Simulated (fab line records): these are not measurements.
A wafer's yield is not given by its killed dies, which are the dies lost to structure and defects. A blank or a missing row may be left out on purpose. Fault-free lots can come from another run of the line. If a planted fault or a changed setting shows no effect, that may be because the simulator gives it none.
fab line records :: flow nandHarc
record
  lots=5
  wafers=15
  lastDay=34
route steps=1302 shown P_GATE@185
lots with no fault: from the same line, run without faults
startH: start of the lot's first displayed wafer, in hours after the record's first day :: waitH: how many hours have passed since the lot's step before this one :: " unchanged from the row above :: L1.1+2: one row covering several wafers at once :: - value missing, or start not given :: * or withheld: withheld :: < > ~ a bound
route shown NAME@n: NAME is a module with steps in the file, n the number in the route of the first one :: usual: mean and standard deviation over wafers with no fault :: same: alike in all rows :: chamber/n: place in a boat :: sites: readings site by site :: _std_site: standard deviation of those values :: _edge_site: inner sites' mean taken away from outer sites' mean :: radiusMm: for every site, how far away it sits from the centre of the wafer :: mask NAME#n: copy n :: behind: the tool/chamber that last shaped the wafer :: hold: cause of the lot's hold/its duration in hours/its outcome :: device: the transistor (n, p or np) that didn't switch :: end of line: tests of these same wafers at the route's end :: for a step that has no rows: nothing shown but its recipe :: killed: at the first sort, the dies lost to defects and structure; wafer yield is something else :: map: dies across one wafer; x = killed, . = not, _ = none there
set.NAME: the setting that was run; set.NAME@STEP: the one run at that earlier step :: model.NAME: the simulator's own value behind a step, which no gauge read
lots at some steps of the route; a table a step, a row a wafer
services: when a tool's chamber went out of use (startH, in hours from the record's first day, below 0 if earlier), for how many hours, and the reason
## steps
# step NHARC_P_GATE_CD_MEAS_59
# recipe
  targetCdNm=720
  landingEnergyEv=500
# usual
  cdNm=719.9/1.8
lot.wafer: L391.1
tool: cdSem-01
chamber: 0
startH: 194.78
waitH: -
cdNm: 718.2

lot.wafer: L391.4
tool: cdSem-01
chamber: 0
startH: 194.78
waitH: -
cdNm: 719.0

lot.wafer: L391.5
tool: cdSem-01
chamber: 0
startH: 194.78
waitH: -
cdNm: 721.6

lot.wafer: L395.3
tool: cdSem-02
chamber: 0
startH: 238.08
waitH: -
cdNm: 721.0

lot.wafer: L395.4
tool: cdSem-02
chamber: 0
startH: 238.08
waitH: -
cdNm: 721.4

lot.wafer: L395.6
tool: cdSem-02
chamber: 0
startH: 238.08
waitH: -
cdNm: 720.6

lot.wafer: L404.2
tool: cdSem-02
chamber: 0
startH: 324.43
waitH: -
cdNm: 720.2

lot.wafer: L404.3
tool: cdSem-02
chamber: 0
startH: 324.43
waitH: -
cdNm: 717.9

lot.wafer: L404.6
tool: cdSem-02
chamber: 0
startH: 324.43
waitH: -
cdNm: 721.1

lot.wafer: L405.1
tool: cdSem-01
chamber: 0
startH: 329.14
waitH: -
cdNm: 720.6

lot.wafer: L405.4
tool: cdSem-01
chamber: 0
startH: 329.14
waitH: -
cdNm: 718.9

lot.wafer: L405.5
tool: cdSem-01
chamber: 0
startH: 329.14
waitH: -
cdNm: 719.6

lot.wafer: L406.1
tool: cdSem-03
chamber: 0
startH: 347.47
waitH: -
cdNm: 720.2

lot.wafer: L406.2
tool: cdSem-03
chamber: 0
startH: 347.47
waitH: -
cdNm: 719.5

lot.wafer: L406.4
tool: cdSem-03
chamber: 0
startH: 347.47
waitH: -
cdNm: 721.7
# step NHARC_P_GATE_HARDBAKE_60
# recipe
  tempC=125
  timeS=80
# step NHARC_P_GATE_DESCUM_61
# recipe
  timeS=3
  o2FlowSccm=200
  arFlowSccm=0
  biasPowerW=0
  chemistry=O2
# usual
  drypumpMotorCurrentA=6.1/0.55
  mfcArSccm=0.007/0.01
  oesProductAu=0.998/0.01
  rfVppV=57.9/0.85
  showerheadPlenumPTorr=1.92/0.073
  throttleValvePct=11.312/0.009
# same
  biasPowerW=0
lot.wafer: L391.1
tool: rieDiel-04
chamber: 0
startH: 194.94
waitH: -
drypumpMotorCurrentA: 6.5
mfcArSccm: 0
oesProductAu: 0.983
rfHoursCounterH: 0.6
rfVppV: 59.4
showerheadPlenumPTorr: 2.00
throttleValvePct: 11.309

lot.wafer: L391.4
tool: rieDiel-04
chamber: 2
startH: 194.94
waitH: -
drypumpMotorCurrentA: 6.8
mfcArSccm: 0
oesProductAu: 1.010
rfHoursCounterH: 1.1
rfVppV: 57.5
showerheadPlenumPTorr: 1.86
throttleValvePct: 11.319

lot.wafer: L391.5
tool: rieDiel-04
chamber: 0
startH: 194.94
waitH: -
drypumpMotorCurrentA: 6.5
mfcArSccm: 0
oesProductAu: 0.989
rfHoursCounterH: -
rfVppV: 57.7
showerheadPlenumPTorr: 2.00
throttleValvePct: 11.307

lot.wafer: L395.4
tool: rieDiel-08
chamber: 1
startH: 238.24
waitH: -
drypumpMotorCurrentA: 5.4
mfcArSccm: 0.010
oesProductAu: 0.991
rfHoursCounterH: 2.8
rfVppV: 58.2
showerheadPlenumPTorr: 1.91
throttleValvePct: 11.329

lot.wafer: L395.3
tool: rieDiel-08
chamber: 3
startH: 238.24
waitH: -
drypumpMotorCurrentA: 6.6
mfcArSccm: 0.015
oesProductAu: 1.010
rfHoursCounterH: 3.0
rfVppV: 58.2
showerheadPlenumPTorr: 1.86
throttleValvePct: 11.322

lot.wafer: L395.6
tool: rieDiel-08
chamber: 2
startH: 238.24
waitH: -
drypumpMotorCurrentA: 5.8
mfcArSccm: 0
oesProductAu: 0.979
rfHoursCounterH: -
rfVppV: 59.7
showerheadPlenumPTorr: 2.04
throttleValvePct: 11.310

lot.wafer: L404.3
tool: rieDiel-08
chamber: 1
startH: 324.60
waitH: -
drypumpMotorCurrentA: 5.4
mfcArSccm: 0.010
oesProductAu: 0.997
rfHoursCounterH: 6.0
rfVppV: 58.1
showerheadPlenumPTorr: 1.91
throttleValvePct: 11.306

lot.wafer: L404.2
tool: rieDiel-08
chamber: 3
startH: 324.60
waitH: -
drypumpMotorCurrentA: 6.5
mfcArSccm: 0.015
oesProductAu: 1.016
rfHoursCounterH: 7.5
rfVppV: 57.7
showerheadPlenumPTorr: 1.86
throttleValvePct: 11.330

lot.wafer: L404.6
tool: rieDiel-08
chamber: 1
startH: 324.60
waitH: -
drypumpMotorCurrentA: 5.4
mfcArSccm: 0.010
oesProductAu: 0.996
rfHoursCounterH: -
rfVppV: 57.9
showerheadPlenumPTorr: 1.91
throttleValvePct: 11.316

lot.wafer: L405.4
tool: rieDiel-08
chamber: 0
startH: 329.30
waitH: -
drypumpMotorCurrentA: 6.3
mfcArSccm: 0
oesProductAu: 0.995
rfHoursCounterH: 7.8
rfVppV: 56.9
showerheadPlenumPTorr: 1.87
throttleValvePct: 11.300

lot.wafer: L405.1
tool: rieDiel-08
chamber: 1
startH: 329.30
waitH: -
drypumpMotorCurrentA: 5.4
mfcArSccm: 0.010
oesProductAu: 0.993
rfHoursCounterH: 6.1
rfVppV: 57.4
showerheadPlenumPTorr: 1.91
throttleValvePct: 11.336

lot.wafer: L405.5
tool: rieDiel-08
chamber: 1
startH: 329.30
waitH: -
drypumpMotorCurrentA: 5.4
mfcArSccm: 0.010
oesProductAu: 0.996
rfHoursCounterH: -
rfVppV: 57.2
showerheadPlenumPTorr: 1.91
throttleValvePct: 11.306

lot.wafer: L406.2
tool: rieDiel-04
chamber: 1
startH: 347.63
waitH: -
drypumpMotorCurrentA: 6.7
mfcArSccm: 0.032
oesProductAu: 1.001
rfHoursCounterH: 8.1
rfVppV: 56.9
showerheadPlenumPTorr: 1.90
throttleValvePct: 11.325

lot.wafer: L406.4
tool: rieDiel-04
chamber: 2
startH: 347.63
waitH: -
drypumpMotorCurrentA: 6.8
mfcArSccm: 0
oesProductAu: 1.009
rfHoursCounterH: 10.4
rfVppV: 56.8
showerheadPlenumPTorr: 1.86
throttleValvePct: 11.298

lot.wafer: L406.1
tool: rieDiel-04
chamber: 0
startH: 347.63
waitH: -
drypumpMotorCurrentA: 6.5
mfcArSccm: 0
oesProductAu: 0.991
rfHoursCounterH: 11.8
rfVppV: 57.6
showerheadPlenumPTorr: 2.00
throttleValvePct: 11.313
# step NHARC_P_GATE_IMPLANT_62
# recipe
  energyKev=20
  doseCm2=3e+15
  tiltDeg=7
# step NHARC_P_GATE_STRIP_112
# recipe
  powerW=1500
  tempC=110
  timeS=200
  chemistry=N2/H2
# usual
  drypumpMotorCurrentA=5.8/0.35
  heaterPowerW=97/6.1
lot.wafer: L391.1
tool: plasmaAsher-02
chamber: 0
startH: 195.31
waitH: 0.2
drypumpMotorCurrentA: 6.0
heaterPowerW: 92
rfHoursCounterH: 23

lot.wafer: L391.4
tool: plasmaAsher-02
chamber: 1
startH: 195.31
waitH: 0.2
drypumpMotorCurrentA: 5.9
heaterPowerW: 97
rfHoursCounterH: -

lot.wafer: L391.5
tool: plasmaAsher-02
chamber: 1
startH: 195.31
waitH: 0.2
drypumpMotorCurrentA: 5.9
heaterPowerW: 103
rfHoursCounterH: -

lot.wafer: L395.3
tool: plasmaAsher-02
chamber: 0
startH: 238.69
waitH: 0.2
drypumpMotorCurrentA: 6.0
heaterPowerW: 92
rfHoursCounterH: -

lot.wafer: L395.4
tool: plasmaAsher-02
chamber: 1
startH: 238.69
waitH: 0.2
drypumpMotorCurrentA: 5.9
heaterPowerW: 96
rfHoursCounterH: -

lot.wafer: L395.6
tool: plasmaAsher-02
chamber: 1
startH: 238.69
waitH: 0.2
drypumpMotorCurrentA: 5.9
heaterPowerW: 99
rfHoursCounterH: -

lot.wafer: L404.2
tool: plasmaAsher-01
chamber: 0
startH: 324.96
waitH: 0.2
drypumpMotorCurrentA: 6.0
heaterPowerW: 85
rfHoursCounterH: 31

lot.wafer: L404.3
tool: plasmaAsher-01
chamber: 1
startH: 324.96
waitH: 0.2
drypumpMotorCurrentA: 5.1
heaterPowerW: 104
rfHoursCounterH: -

lot.wafer: L404.6
tool: plasmaAsher-01
chamber: 0
startH: 324.96
waitH: 0.2
drypumpMotorCurrentA: 6.0
heaterPowerW: 86
rfHoursCounterH: -

lot.wafer: L405.1
tool: plasmaAsher-02
chamber: 1
startH: 329.67
waitH: 0.2
drypumpMotorCurrentA: 5.9
heaterPowerW: 104
rfHoursCounterH: 15

lot.wafer: L405.4
tool: plasmaAsher-02
chamber: 0
startH: 329.67
waitH: 0.2
drypumpMotorCurrentA: 6.0
heaterPowerW: 97
rfHoursCounterH: -

lot.wafer: L405.5
tool: plasmaAsher-02
chamber: 0
startH: 329.67
waitH: 0.2
drypumpMotorCurrentA: 6.0
heaterPowerW: 99
rfHoursCounterH: -

lot.wafer: L406.1
tool: plasmaAsher-02
chamber: 1
startH: 348.00
waitH: 0.2
drypumpMotorCurrentA: 5.9
heaterPowerW: 104
rfHoursCounterH: 19

lot.wafer: L406.2
tool: plasmaAsher-02
chamber: 0
startH: 348.00
waitH: 0.2
drypumpMotorCurrentA: 6.0
heaterPowerW: 99
rfHoursCounterH: 19

lot.wafer: L406.4
tool: plasmaAsher-02
chamber: 1
startH: 348.00
waitH: 0.2
drypumpMotorCurrentA: 5.9
heaterPowerW: 102
rfHoursCounterH: -
# step NHARC_P_GATE_STRIP_76
# recipe
  powerW=1500
  tempC=250
  chemistry=O2
# usual
  drypumpMotorCurrentA=5.8/0.35
  heaterPowerW=366/24
lot.wafer: L391.1
tool: plasmaAsher-02
chamber: 0
startH: 195.57
waitH: 0.2
drypumpMotorCurrentA: 6.0
heaterPowerW: 347
rfHoursCounterH: 24

lot.wafer: L391.4
tool: plasmaAsher-02
chamber: 1
startH: 195.57
waitH: 0.2
drypumpMotorCurrentA: 5.9
heaterPowerW: 360
rfHoursCounterH: -

lot.wafer: L391.5
tool: plasmaAsher-02
chamber: 1
startH: 195.57
waitH: 0.2
drypumpMotorCurrentA: 5.9
heaterPowerW: 376
rfHoursCounterH: -

lot.wafer: L395.3
tool: plasmaAsher-02
chamber: 0
startH: 238.89
waitH: 0.2
drypumpMotorCurrentA: 6.0
heaterPowerW: 348
rfHoursCounterH: -

lot.wafer: L395.4
tool: plasmaAsher-02
chamber: 1
startH: 238.89
waitH: 0.2
drypumpMotorCurrentA: 5.9
heaterPowerW: 370
rfHoursCounterH: -

lot.wafer: L395.6
tool: plasmaAsher-02
chamber: 1
startH: 238.89
waitH: 0.2
drypumpMotorCurrentA: 5.9
heaterPowerW: 370
rfHoursCounterH: -

lot.wafer: L404.2
tool: plasmaAsher-01
chamber: 0
startH: 325.22
waitH: 0.2
drypumpMotorCurrentA: 6.0
heaterPowerW: 318
rfHoursCounterH: 31

lot.wafer: L404.3
tool: plasmaAsher-01
chamber: 1
startH: 325.22
waitH: 0.2
drypumpMotorCurrentA: 5.1
heaterPowerW: 394
rfHoursCounterH: -

lot.wafer: L404.6
tool: plasmaAsher-01
chamber: 0
startH: 325.22
waitH: 0.2
drypumpMotorCurrentA: 6.0
heaterPowerW: 310
rfHoursCounterH: -

lot.wafer: L405.1
tool: plasmaAsher-02
chamber: 1
startH: 329.94
waitH: 0.2
drypumpMotorCurrentA: 5.9
heaterPowerW: 393
rfHoursCounterH: 15

lot.wafer: L405.4
tool: plasmaAsher-02
chamber: 0
startH: 329.94
waitH: 0.2
drypumpMotorCurrentA: 6.0
heaterPowerW: 378
rfHoursCounterH: -

lot.wafer: L405.5
tool: plasmaAsher-02
chamber: 0
startH: 329.94
waitH: 0.2
drypumpMotorCurrentA: 6.0
heaterPowerW: 374
rfHoursCounterH: -

lot.wafer: L406.1
tool: plasmaAsher-02
chamber: 1
startH: 348.26
waitH: 0.2
drypumpMotorCurrentA: 5.9
heaterPowerW: 396
rfHoursCounterH: 19

lot.wafer: L406.2
tool: plasmaAsher-02
chamber: 0
startH: 348.26
waitH: 0.2
drypumpMotorCurrentA: 6.0
heaterPowerW: 365
rfHoursCounterH: 19

lot.wafer: L406.4
tool: plasmaAsher-02
chamber: 1
startH: 348.26
waitH: 0.2
drypumpMotorCurrentA: 5.9
heaterPowerW: 406
rfHoursCounterH: -
# step NHARC_P_GATE_STRIP_63
# recipe
  timeS=900
  tempC=130
  chemistry=SPM
# step NHARC_P_GATE_DEHYDRATE_83
# recipe
  tempC=150
  timeS=120
# step NHARC_P_GATE_HMDS_84
# recipe
  timeS=30
# step NHARC_P_GATE_COAT_85
# recipe
  spinRpm=3000
# step NHARC_P_GATE_SOFTBAKE_86
# recipe
  tempC=122
  timeS=95
# step NHARC_P_GATE_EBR_87
# step NHARC_P_GATE_EXPOSE_88
# recipe
  na=0.6
  targetCdNm=2000
  doseMj=11.87
  maskId=P_HVN
lot.wafer: L391.1+4+5
tool: krfScanner-01
chamber: 0
startH: 196.20
waitH: -
mask: P_HVN#0

lot.wafer: L395.3+4+6
tool: krfScanner-01
chamber: 0
startH: 239.64
waitH: -
mask: P_HVN_R1#0

lot.wafer: L404.2+3+6
tool: krfScanner-03
chamber: 0
startH: 325.99
waitH: -
mask: P_HVN#0

lot.wafer: L405.1+4+5
tool: krfScanner-04
chamber: 0
startH: 330.71
waitH: -
mask: P_HVN#0

lot.wafer: L406.1+2+4
tool: krfScanner-01
chamber: 0
startH: 349.02
waitH: -
mask: P_HVN#0
# step NHARC_P_GATE_PEB_89
# recipe
  pebTempC=118
  pebTimeS=85
# step NHARC_P_GATE_DEVELOP_90
# recipe
  timeS=70
# step NHARC_P_GATE_CD_MEAS_91
# recipe
  targetCdNm=2000
  landingEnergyEv=500
# usual
  cdNm=1999.7/1.8
lot.wafer: L391.1
tool: cdSem-01
chamber: 0
startH: 196.36
waitH: -
cdNm: 2001.2

lot.wafer: L391.4
tool: cdSem-01
chamber: 0
startH: 196.36
waitH: -
cdNm: 2001.2

lot.wafer: L391.5
tool: cdSem-01
chamber: 0
startH: 196.36
waitH: -
cdNm: 2001.8

lot.wafer: L395.3
tool: cdSem-02
chamber: 0
startH: 239.79
waitH: -
cdNm: 1980.7

lot.wafer: L395.4
tool: cdSem-02
chamber: 0
startH: 239.79
waitH: -
cdNm: 1983.4

lot.wafer: L395.6
tool: cdSem-02
chamber: 0
startH: 239.79
waitH: -
cdNm: 1983.6

lot.wafer: L404.2
tool: cdSem-02
chamber: 0
startH: 326.14
waitH: -
cdNm: 2002.1

lot.wafer: L404.3
tool: cdSem-02
chamber: 0
startH: 326.14
waitH: -
cdNm: 1997.6

lot.wafer: L404.6
tool: cdSem-02
chamber: 0
startH: 326.14
waitH: -
cdNm: 1997.1

lot.wafer: L405.1
tool: cdSem-01
chamber: 0
startH: 330.86
waitH: -
cdNm: 2002.2

lot.wafer: L405.4
tool: cdSem-01
chamber: 0
startH: 330.86
waitH: -
cdNm: 1997.1

lot.wafer: L405.5
tool: cdSem-01
chamber: 0
startH: 330.86
waitH: -
cdNm: 2000.2

lot.wafer: L406.1
tool: cdSem-02
chamber: 0
startH: 349.17
waitH: -
cdNm: 2000.7

lot.wafer: L406.2
tool: cdSem-02
chamber: 0
startH: 349.17
waitH: -
cdNm: 2002.0

lot.wafer: L406.4
tool: cdSem-02
chamber: 0
startH: 349.17
waitH: -
cdNm: 2002.7
# step NHARC_P_GATE_HARDBAKE_92
# recipe
  tempC=125
  timeS=80
# step NHARC_P_GATE_DESCUM_93
# recipe
  timeS=3
  o2FlowSccm=200
  arFlowSccm=0
  biasPowerW=0
  chemistry=O2
# usual
  drypumpMotorCurrentA=6.1/0.52
  mfcArSccm=0.007/0.0092
  oesProductAu=0.998/0.01
  rfVppV=57.8/0.91
  showerheadPlenumPTorr=1.92/0.073
  throttleValvePct=11.311/0.0088
# same
  biasPowerW=0
lot.wafer: L391.1
tool: rieDiel-01
chamber: 3
startH: 196.53
waitH: -
drypumpMotorCurrentA: 5.6
mfcArSccm: 0.020
oesProductAu: 0.989
rfHoursCounterH: 6.0
rfVppV: 58.4
showerheadPlenumPTorr: 1.98
throttleValvePct: 11.303
model.P_GATE.cdNm: 2001

lot.wafer: L391.4
tool: rieDiel-01
chamber: 0
startH: 196.53
waitH: -
drypumpMotorCurrentA: 5.8
mfcArSccm: 0.011
oesProductAu: 0.994
rfHoursCounterH: 6.4
rfVppV: 57.1
showerheadPlenumPTorr: 1.81
throttleValvePct: 11.318
model.P_GATE.cdNm: 2001

lot.wafer: L391.5
tool: rieDiel-01
chamber: 2
startH: 196.53
waitH: -
drypumpMotorCurrentA: 6.8
mfcArSccm: 0
oesProductAu: 0.991
rfHoursCounterH: -
rfVppV: 56.6
showerheadPlenumPTorr: 1.91
throttleValvePct: 11.315
model.P_GATE.cdNm: 2002

lot.wafer: L395.3
tool: rieDiel-08
chamber: 2
startH: 239.95
waitH: -
drypumpMotorCurrentA: 5.8
mfcArSccm: 0
oesProductAu: 0.992
rfHoursCounterH: 3.0
rfVppV: 57.1
showerheadPlenumPTorr: 2.04
throttleValvePct: 11.309
model.P_GATE.cdNm: 1982

lot.wafer: L395.4
tool: rieDiel-08
chamber: 1
startH: 239.95
waitH: -
drypumpMotorCurrentA: 5.4
mfcArSccm: 0.010
oesProductAu: 0.986
rfHoursCounterH: 2.8
rfVppV: 57.6
showerheadPlenumPTorr: 1.91
throttleValvePct: 11.301
model.P_GATE.cdNm: 1984

lot.wafer: L395.6
tool: rieDiel-08
chamber: 3
startH: 239.95
waitH: -
drypumpMotorCurrentA: 6.6
mfcArSccm: 0.015
oesProductAu: 1.008
rfHoursCounterH: -
rfVppV: 60.1
showerheadPlenumPTorr: 1.86
throttleValvePct: 11.309
model.P_GATE.cdNm: 1984

lot.wafer: L404.2
tool: rieDiel-04
chamber: 2
startH: 326.30
waitH: -
drypumpMotorCurrentA: 6.7
mfcArSccm: 0
oesProductAu: 1.018
rfHoursCounterH: 7.3
rfVppV: 57.6
showerheadPlenumPTorr: 1.86
throttleValvePct: 11.325
model.P_GATE.cdNm: 2002

lot.wafer: L404.3
tool: rieDiel-04
chamber: 1
startH: 326.30
waitH: -
drypumpMotorCurrentA: 6.7
mfcArSccm: 0.032
oesProductAu: 1.003
rfHoursCounterH: 6.2
rfVppV: 59.7
showerheadPlenumPTorr: 1.90
throttleValvePct: 11.303
model.P_GATE.cdNm: 1997

lot.wafer: L404.6
tool: rieDiel-04
chamber: 3
startH: 326.30
waitH: -
drypumpMotorCurrentA: 5.4
mfcArSccm: 0
oesProductAu: 0.992
rfHoursCounterH: -
rfVppV: 58.2
showerheadPlenumPTorr: 1.90
throttleValvePct: 11.317
model.P_GATE.cdNm: 1997

lot.wafer: L405.1
tool: rieDiel-01
chamber: 0
startH: 331.06
waitH: -
drypumpMotorCurrentA: 5.9
mfcArSccm: 0.011
oesProductAu: 0.991
rfHoursCounterH: 5.6
rfVppV: 57.5
showerheadPlenumPTorr: 1.81
throttleValvePct: 11.304
model.P_GATE.cdNm: 2002

lot.wafer: L405.4
tool: rieDiel-01
chamber: 1
startH: 331.06
waitH: -
drypumpMotorCurrentA: 5.4
mfcArSccm: 0
oesProductAu: 0.992
rfHoursCounterH: -
rfVppV: 57.5
showerheadPlenumPTorr: 2.04
throttleValvePct: 11.316
model.P_GATE.cdNm: 1997

lot.wafer: L405.5
tool: rieDiel-01
chamber: 3
startH: 331.06
waitH: -
drypumpMotorCurrentA: 5.6
mfcArSccm: 0.020
oesProductAu: 1.013
rfHoursCounterH: -
rfVppV: 57.6
showerheadPlenumPTorr: 1.98
throttleValvePct: 11.304
model.P_GATE.cdNm: 2001

lot.wafer: L406.1
tool: rieDiel-01
chamber: 3
startH: 349.33
waitH: -
drypumpMotorCurrentA: 5.6
mfcArSccm: 0.020
oesProductAu: 1.007
rfHoursCounterH: 8.3
rfVppV: 58.1
showerheadPlenumPTorr: 1.98
throttleValvePct: 11.296
model.P_GATE.cdNm: 2001

lot.wafer: L406.2
tool: rieDiel-01
chamber: 1
startH: 349.33
waitH: -
drypumpMotorCurrentA: 5.4
mfcArSccm: 0
oesProductAu: 1.000
rfHoursCounterH: 6.9
rfVppV: 59.0
showerheadPlenumPTorr: 2.04
throttleValvePct: 11.305
model.P_GATE.cdNm: 2002

lot.wafer: L406.4
tool: rieDiel-01
chamber: 2
startH: 349.33
waitH: -
drypumpMotorCurrentA: 6.8
mfcArSccm: 0
oesProductAu: 0.994
rfHoursCounterH: 8.1
rfVppV: 57.9
showerheadPlenumPTorr: 1.91
throttleValvePct: 11.304
model.P_GATE.cdNm: 2003
# step NHARC_P_GATE_IMPLANT_94
# recipe
  energyKev=60
  doseCm2=2e+15
  tiltDeg=7
## services
tool: rieDiel-04
chamber: -
startH: 172.79
hours: 0.4
kind: repair

tool: rieDiel-04
chamber: -
startH: 177.90
hours: 9.0
kind: pm

tool: krfScanner-04
chamber: -
startH: 182.00
hours: 4.0
kind: pm

tool: rieDiel-08
chamber: -
startH: 184.75
hours: 0.2
kind: repair

tool: plasmaAsher-01
chamber: -
startH: 186.83
hours: 0.4
kind: repair

tool: rieDiel-08
chamber: -
startH: 190.94
hours: 9.0
kind: pm

tool: rieDiel-04
chamber: 2
startH: 199.54
hours: 7.2
kind: repair

tool: rieDiel-01
chamber: -
startH: 203.80
hours: 9.0
kind: pm

tool: rieDiel-04
chamber: 1
startH: 204.66
hours: 47.6
kind: repair

tool: rieDiel-04
chamber: 2
startH: 218.29
hours: 6.9
kind: repair

tool: krfScanner-03
chamber: -
startH: 224.00
hours: 4.0
kind: pm

tool: krfScanner-04
chamber: -
startH: 238.85
hours: 0.9
kind: repair

tool: rieDiel-01
chamber: 1
startH: 245.66
hours: 4.3
kind: repair

tool: rieDiel-08
chamber: -
startH: 248.43
hours: 4.3
kind: repair

tool: plasmaAsher-02
chamber: -
startH: 249.05
hours: 9.0
kind: pm

tool: plasmaAsher-02
chamber: 0
startH: 249.05
hours: 9.0
kind: ventCycle

tool: rieDiel-08
chamber: 0
startH: 295.66
hours: 2.7
kind: repair

tool: rieDiel-08
chamber: 1
startH: 308.39
hours: 10.7
kind: repair

tool: krfScanner-01
chamber: -
startH: 312.00
hours: 4.0
kind: pm

tool: rieDiel-01
chamber: 2
startH: 318.71
hours: 13.5
kind: repair

tool: krfScanner-04
chamber: -
startH: 324.83
hours: 1.1
kind: repair

tool: krfScanner-01
chamber: -
startH: 329.29
hours: 2.2
kind: repair

tool: plasmaAsher-01
chamber: -
startH: 342.23
hours: 9.0
kind: pm

tool: krfScanner-03
chamber: -
startH: 348.58
hours: 0.3
kind: repair
## key
firstSign
  step=NHARC_P_GATE_EXPOSE_88
  reading=mask
  direction=changed
effect
  step=NHARC_P_GATE_CD_MEAS_91
  reading=cdNm
  direction=down
  sigmas=9.5
  usual=1999.7
  struck=1982.6
modelEffect
  step=NHARC_P_GATE_DESCUM_93
  value=P_GATE.cdNm
  without=2002
  struck=1983
metAt NHARC_P_GATE_EXPOSE_88
struckWafers L395.3,L395.4,L395.6
testerLeftOut L395
onsetBetween 196.20 239.64
fault
  kind=wrongMask
  tool=any
  chamber=-
  onsetH=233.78
  steps=NHARC_P_GATE_EXPOSE_88
  auxCopy=P_HVN_R1#0
  cdOffsetNm=-19.022
  scope=struckLotsOnly
# testerLeftOut: of these lots the tester's yield and bins aren't shown, on N5 and GAA mostly nor the transistor test; their killed dies are dies lost to structure and defects alone, not to doping, threshold or leakage, so they don't give the yield
